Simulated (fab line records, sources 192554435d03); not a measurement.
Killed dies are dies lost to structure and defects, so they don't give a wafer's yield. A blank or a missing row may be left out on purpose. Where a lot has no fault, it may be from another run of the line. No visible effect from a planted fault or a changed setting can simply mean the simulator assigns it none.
Split-lot experiment :: flow n5_finfet :: 21 wafers read from 7 lots, route of 1938 steps

## THE SPLIT
At N5_BEOL_M14_ETCH_59 (etches BARC in N2/H2, target depth 89 nm, overetch 26.7 nm, time 67.9 s), the setting time_s was moved away from the recipe's 67.9 s on 7 of the 21 wafers read, by -14.4% to +22.0%. All remaining wafers had this setting at the recipe value.

Reading taken at the split's own step.

## THE READING
coat_of_BEOL_M14_COAT_04.thk_nm (the simulator's own value, which no gauge read), in nm, at N5_BEOL_M14_ETCH_59 (etches BARC in N2/H2, target depth 89 nm, overetch 26.7 nm, time 67.9 s). The file does not state a usual value for it. Average 719.3 nm, standard deviation 2.2 nm, over the 14 wafers here run with the recipe.

wafer: L078.1
tool, chamber at the split: rie_diel-06, 1
time_s as run, s: 75.59
against the recipe: +11.3%
coat_of_BEOL_M14_COAT_04.thk_nm, nm: 707.8
against lot-mates on the recipe: -10.4

wafer: L078.4
tool, chamber at the split: rie_diel-06, 2
time_s as run, s: 75.59
against the recipe: +11.3%
coat_of_BEOL_M14_COAT_04.thk_nm, nm: 712.4
against lot-mates on the recipe: -5.8

wafer: L078.6
tool, chamber at the split: rie_diel-06, 0
time_s as run, s: 67.9
against the recipe: recipe
coat_of_BEOL_M14_COAT_04.thk_nm, nm: 718.2
against lot-mates on the recipe: -

wafer: L079.2
tool, chamber at the split: rie_diel-02, 2
time_s as run, s: 67.9
against the recipe: recipe
coat_of_BEOL_M14_COAT_04.thk_nm, nm: 717.2
against lot-mates on the recipe: -

wafer: L079.3
tool, chamber at the split: rie_diel-02, 1
time_s as run, s: 80.31
against the recipe: +18.3%
coat_of_BEOL_M14_COAT_04.thk_nm, nm: 706.8
against lot-mates on the recipe: -10.4

wafer: L079.5
tool, chamber at the split: rie_diel-02, 2
time_s as run, s: 80.31
against the recipe: +18.3%
coat_of_BEOL_M14_COAT_04.thk_nm, nm: 704.4
against lot-mates on the recipe: -12.8

wafer: L082.4
tool, chamber at the split: rie_diel-02, 0
time_s as run, s: 67.9
against the recipe: recipe
coat_of_BEOL_M14_COAT_04.thk_nm, nm: 716.2
against lot-mates on the recipe: -

wafer: L082.5
tool, chamber at the split: rie_diel-02, 3
time_s as run, s: 67.9
against the recipe: recipe
coat_of_BEOL_M14_COAT_04.thk_nm, nm: 715.6
against lot-mates on the recipe: -

wafer: L082.6
tool, chamber at the split: rie_diel-02, 2
time_s as run, s: 67.9
against the recipe: recipe
coat_of_BEOL_M14_COAT_04.thk_nm, nm: 718.4
against lot-mates on the recipe: -

wafer: L083.2
tool, chamber at the split: rie_diel-02, 3
time_s as run, s: 58.1
against the recipe: -14.4%
coat_of_BEOL_M14_COAT_04.thk_nm, nm: 728.2
against lot-mates on the recipe: +8.9

wafer: L083.4
tool, chamber at the split: rie_diel-02, 1
time_s as run, s: 67.9
against the recipe: recipe
coat_of_BEOL_M14_COAT_04.thk_nm, nm: 717.4
against lot-mates on the recipe: -

wafer: L083.6
tool, chamber at the split: rie_diel-02, 2
time_s as run, s: 67.9
against the recipe: recipe
coat_of_BEOL_M14_COAT_04.thk_nm, nm: 721.2
against lot-mates on the recipe: -

wafer: L086.3
tool, chamber at the split: rie_diel-06, 1
time_s as run, s: 67.9
against the recipe: recipe
coat_of_BEOL_M14_COAT_04.thk_nm, nm: 722
against lot-mates on the recipe: -

wafer: L086.5
tool, chamber at the split: rie_diel-06, 3
time_s as run, s: 67.9
against the recipe: recipe
coat_of_BEOL_M14_COAT_04.thk_nm, nm: 720.6
against lot-mates on the recipe: -

wafer: L086.6
tool, chamber at the split: rie_diel-06, 0
time_s as run, s: 67.9
against the recipe: recipe
coat_of_BEOL_M14_COAT_04.thk_nm, nm: 719.2
against lot-mates on the recipe: -

wafer: L093.1
tool, chamber at the split: rie_diel-02, 1
time_s as run, s: 82.82
against the recipe: +22.0%
coat_of_BEOL_M14_COAT_04.thk_nm, nm: 706.6
against lot-mates on the recipe: -12.2

wafer: L093.5
tool, chamber at the split: rie_diel-02, 2
time_s as run, s: 67.9
against the recipe: recipe
coat_of_BEOL_M14_COAT_04.thk_nm, nm: 718.8
against lot-mates on the recipe: -

wafer: L093.6
tool, chamber at the split: rie_diel-02, 1
time_s as run, s: 82.82
against the recipe: +22.0%
coat_of_BEOL_M14_COAT_04.thk_nm, nm: 705.8
against lot-mates on the recipe: -13.0

wafer: L097.1
tool, chamber at the split: rie_diel-02, 1
time_s as run, s: 67.9
against the recipe: recipe
coat_of_BEOL_M14_COAT_04.thk_nm, nm: 722.6
against lot-mates on the recipe: -

wafer: L097.5
tool, chamber at the split: rie_diel-02, 2
time_s as run, s: 67.9
against the recipe: recipe
coat_of_BEOL_M14_COAT_04.thk_nm, nm: 722.2
against lot-mates on the recipe: -

wafer: L097.6
tool, chamber at the split: rie_diel-02, 3
time_s as run, s: 67.9
against the recipe: recipe
coat_of_BEOL_M14_COAT_04.thk_nm, nm: 720.2
against lot-mates on the recipe: -

FIT RESULTS
A straight line over all 21 wafers: coat_of_BEOL_M14_COAT_04.thk_nm changes by -0.664 nm for each +1% of time_s; r = -0.94; the points scatter about the line by 2.2 nm.
The same after taking each lot's own level away (the mean of its wafers on the recipe; 21 wafers): -0.612 nm for each +1%; r = -0.97; scatter 1.4 nm.
According to that fit, moving time_s by its largest amount changes the reading by 13 nm.
The span of the lots' own levels, 716.73 to 721.67 nm, comes to 2.3 times the standard deviation stated above.
Hence the lot-to-lot level has little effect on the slope; both slopes agree.
Check: -13.9 nm against its lot-mates is what the line predicts for one of the wafers moved furthest among these (+22.0%) when that wafer is left out of the fit. It came out at -12.2 nm against them.

## THE OTHER SPLITS THESE WAFERS WENT THROUGH
Note: prior to the reading, these wafers also went through further splits. Each is held against what the fit with the lots' levels taken away leaves over:
other split on the same wafers: N5_BEOL_M10_ETCH_41 source_w
wafers away from the commonest value: 4
r with coat_of_BEOL_M14_COAT_04.thk_nm (lot level and that fit taken away): -0.20

other split on the same wafers: N5_BEOL_M11_ETCH_41 time_s
wafers away from the commonest value: 9
r with coat_of_BEOL_M14_COAT_04.thk_nm (lot level and that fit taken away): -0.18

other split on the same wafers: N5_BEOL_M13_COAT_66 spin_rpm
wafers away from the commonest value: 8
r with coat_of_BEOL_M14_COAT_04.thk_nm (lot level and that fit taken away): +0.09

other split on the same wafers: N5_BEOL_M13_DESCUM_33 time_s
wafers away from the commonest value: 6
r with coat_of_BEOL_M14_COAT_04.thk_nm (lot level and that fit taken away): +0.29

## THE FILE'S OWN FIT
coat_of_BEOL_M14_COAT_04.thk_nm changes by -0.615 nm for each +1% of time_s, r = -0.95.
